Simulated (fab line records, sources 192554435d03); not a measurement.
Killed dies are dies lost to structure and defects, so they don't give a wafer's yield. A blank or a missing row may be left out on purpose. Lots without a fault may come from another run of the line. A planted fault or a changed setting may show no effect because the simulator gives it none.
A struck lot beside a sound one | flow n5_finfet | 26 steps out of a route of 1938
Sound: wafers L330.1, L330.5, L330.6. Struck: wafers L343.2, L343.3, L343.5. The cause comes at the end.
At each step with rows: each side's tool, then ch and its chambers, then its first start. Under that, the readings that differ: sound wafers | struck wafers | difference of the means | sigmas: that difference in standard deviations of wafers without a fault.
alike: readings whose means differ by less than 2 such deviations, and words and numbers that are the same on both sides. not compared: withheld readings, readings that some wafer has no value for, bounds like >300 that may hide the same value, and numbers for which the record gives no deviation and whose values overlap.
The two part at a step that has a row with sigmas, a row that says differs or no value, or rows on one side only. Numbers that don't overlap but have no deviation are shown without sigmas and don't part them. A reading that every wafer of one side lacks parts them only if that side has two wafers or more.

N5_BEOL_M6_OVL_MEAS_12:
  sound on overlay-01 ch 0, day 13 03:52; struck on overlay-01 ch 0, day 16 15:56
  alike: M6_OVL
N5_BEOL_M6_INSPECT_13: inspects for defects (brightfield).
  sound on defect_inspect-02, day 13 03:54; struck on defect_inspect-02, day 16 15:58
  alike: raw_defect_count
N5_BEOL_M6_DESCUM_16: chemistry O2, time 7.9 s.
  sound on rie_diel-01 ch 0,3, day 13 03:56; struck on rie_diel-01 ch 1,2, day 16 16:00
  reading                         | sound             | struck            | difference | sigmas
  rf_vpp_V (V)                    | 242.3 241.9 242.3 | 244.2 246.2 244.3 | +2.7       | +2
  showerhead_plenum_p_Torr (Torr) | 2.08 2.03 2.08    | 2.16 2.24 2.24    | +0.15      | +2
  alike: drypump_motor_current_A, oes_product_au, throttle_valve_pct
  not compared: rf_hours_counter_h
then, 3 steps without rows for these wafers: N5_BEOL_M6_ETCH_61 (etches SiARC in CF4, target depth 45.5 nm, time 75.8 s); N5_BEOL_M6_ETCH_62 (etches SOC in N2/H2, target depth 110 nm, overetch 22 nm, time 165 s); N5_BEOL_M6_STRIP_68 (strips in N2/H2).
N5_BEOL_M6_STRIP_67: strips in CF4.
  sound on rie_diel-01 ch 0,3, day 13 04:10; struck on rie_diel-01 ch 1,2, day 16 16:14
  reading                         | sound          | struck         | difference | sigmas
  showerhead_plenum_p_Torr (Torr) | 1.77 1.75 1.77 | 1.82 1.90 1.90 | +0.11      | +3
  alike: drypump_motor_current_A, oes_product_au, rf_vpp_V, throttle_valve_pct
  not compared: rf_hours_counter_h
N5_BEOL_M6_HM_OPEN_17: chemistry Cl2/BCl3, target TiN, target depth 20 nm, overetch 6 nm.
  sound on rie_metal-03 ch 0,1, day 13 04:13; struck on rie_metal-01 ch 0,1, day 16 16:16
  alike: drypump_motor_current_A, oes_product_au, throttle_valve_pct
  not compared: rf_hours_counter_h
N5_BEOL_M6_STRIP_19: strips in O2.
  sound on rie_diel-05 ch 1,2,3, day 13 04:19; struck on rie_diel-05 ch 1,2,3, day 16 16:29
  alike: drypump_motor_current_A, oes_product_au, rf_vpp_V, showerhead_plenum_p_Torr, throttle_valve_pct
  not compared: rf_hours_counter_h
N5_BEOL_M6_CD_MEAS_18: pitch 80 nm, target cd 40 nm.
  sound on cd_sem-03, day 13 04:23; struck on cd_sem-02, day 16 16:33
  alike: cd_nm
then, 2 steps without rows for these wafers: N5_BEOL_M6_COAT_63 (time 60 s, resist thk 60 nm); N5_BEOL_M6_COAT_64 (time 60 s, resist thk 12 nm).
N5_BEOL_M6_COAT_71: time 60 s, resist thk 5 nm.
  sound on litho_track-01 ch 0, day 13 04:38; struck on litho_track-04 ch 0, day 16 19:51
  reading              | sound                | struck               | difference | sigmas
  spin_speed_rpm (rpm) | 1499.4 1501.3 1500.4 | 1415.2 1414.8 1415.0 | -85.4      | -92
  alike: chill_plate_temp_C, exhaust_pa
then, 6 steps without rows for these wafers: N5_BEOL_M6_COAT_22 (resist thk 30 nm); N5_BEOL_M6_EBR_24; N5_BEOL_M6_SOFTBAKE_23 (time 60 s); N5_BEOL_M6_EXPOSE_25 (exposes mask V5, target cd 40 nm); N5_BEOL_M6_PEB_26 (peb time 60 s); N5_BEOL_M6_DEVELOP_27 (develop time 30 s).
N5_BEOL_M6_CD_MEAS_28: target cd 40 nm.
  sound on cd_sem-01 ch 0, day 13 05:02; struck on cd_sem-01 ch 0, day 16 20:07
  alike: cd_nm
N5_BEOL_M6_OVL_MEAS_29:
  sound on overlay-01 ch 0, day 13 05:04; struck on overlay-01 ch 0, day 16 20:09
  alike: V5_OVL
N5_BEOL_M6_INSPECT_30: inspects for defects (brightfield).
  sound on defect_inspect-02, day 13 05:07; struck on defect_inspect-01, day 16 20:12
  alike: raw_defect_count
then, 1 step without rows for these wafers: N5_BEOL_M6_DESCUM_33 (chemistry O2, time 7 s).
N5_BEOL_M6_ETCH_72: etches underlayer in N2/H2, target depth 6.5 nm, time 5.2 s.
  sound on rie_diel-05 ch 1,2, day 13 05:20; struck on rie_diel-04 ch 1,2,3, day 16 20:16
  reading                  | sound             | struck            | difference | sigmas
  model.etch.depth_nm (nm) | 5.003 5.022 4.991 | 5.167 5.164 5.173 | +0.163     |
  alike: drypump_motor_current_A, etch_rf_on_time_s, h2_flow_sccm, oes_product_au, rf_vpp_V, showerhead_plenum_p_Torr, throttle_valve_pct
  not compared: rf_hours_counter_h
N5_BEOL_M6_ETCH_65: etches SiARC in CF4, target depth 15.6 nm, time 26 s.
  sound on rie_diel-05 ch 1,2, day 13 05:22; struck on rie_diel-04 ch 1,2,3, day 16 20:17
  reading      | sound             | struck            | difference | sigmas
  rf_vpp_V (V) | 183.8 182.5 182.3 | 186.0 185.4 184.5 | +2.4       | +2
  alike: drypump_motor_current_A, etch_rf_on_time_s, oes_product_au, showerhead_plenum_p_Torr, throttle_valve_pct
  not compared: rf_hours_counter_h
N5_PASSIVATION_PROBE_49:
  the record has rows for the sound wafers here (prober-01, day 17 03:33) and none for the struck ones

WHERE THEY PART
First at N5_BEOL_M6_DESCUM_16; last, within this record, at N5_PASSIVATION_PROBE_49.

WHY: what the simulator had put in
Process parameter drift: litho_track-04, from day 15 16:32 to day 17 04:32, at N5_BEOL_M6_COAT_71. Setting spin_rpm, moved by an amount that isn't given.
